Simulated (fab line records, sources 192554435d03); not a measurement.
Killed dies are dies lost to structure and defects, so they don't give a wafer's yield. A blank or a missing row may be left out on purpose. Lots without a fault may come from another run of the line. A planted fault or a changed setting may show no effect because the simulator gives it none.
Chamber matching | flow n5_finfet | N5_GATE_CUT_CMP_02 on cmp-03: 4 sister chambers
The step polishes, stops on SiO2, t overpolish 12.7 s, target thk 0 nm. 4 wafers are shown with their chamber, then 12 later ones without.

WAFERS WITH THEIR CHAMBER
wafer  | chamber | motor_current_A (A)
L085.5 | 3       | 9.9
L086.1 | 2       | 10.0
L086.3 | 0       | 10.3
L086.4 | 1       | 9.0

WAFERS WITHOUT THEIR CHAMBER
wafer  | motor_current_A (A)
L089.2 | 8.8
L089.3 | 9.9
L089.6 | 10.5
L092.1 | 10.2
L092.4 | 9.1
L092.6 | 10.0
L094.1 | 8.7
L094.2 | 10.4
L094.5 | 9.9
L095.2 | 10.0
L095.3 | 9.1
L095.5 | 10.2

WHICH CHAMBER EACH WENT THROUGH
wafer  | from the rows above          | in truth
L089.2 | 1                            | 1
L089.3 | can't be placed: 3 or 2      | 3
L089.6 | 0                            | 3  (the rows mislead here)
L092.1 | can't be placed: 0 or 2 or 3 | 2
L092.4 | 1                            | 1
L092.6 | can't be placed: 2 or 3      | 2
L094.1 | 1                            | 1
L094.2 | 0                            | 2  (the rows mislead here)
L094.5 | can't be placed: 3 or 2      | 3
L095.2 | can't be placed: 2 or 3      | 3
L095.3 | 1                            | 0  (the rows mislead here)
L095.5 | can't be placed: 0 or 2 or 3 | 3
Placed correctly: 3 of 12. Can't be placed from these rows: 6 (the true chamber is among the candidates in 6). Placed wrongly: 3.
How it was worked out, from the rows above alone: a wafer's distance from a chamber is the root of the sum, over the readings, of the square of ((its reading less the chamber's mean) divided by the reading's scatter). The wafer belongs to the nearest chamber; if the next one is less than 2 further off, it can't be placed. A chamber's mean is the mean of its shown wafers. The scatter: with one shown wafer a chamber, the root of the mean of the squares of how far each hidden wafer lies from its nearest shown one.
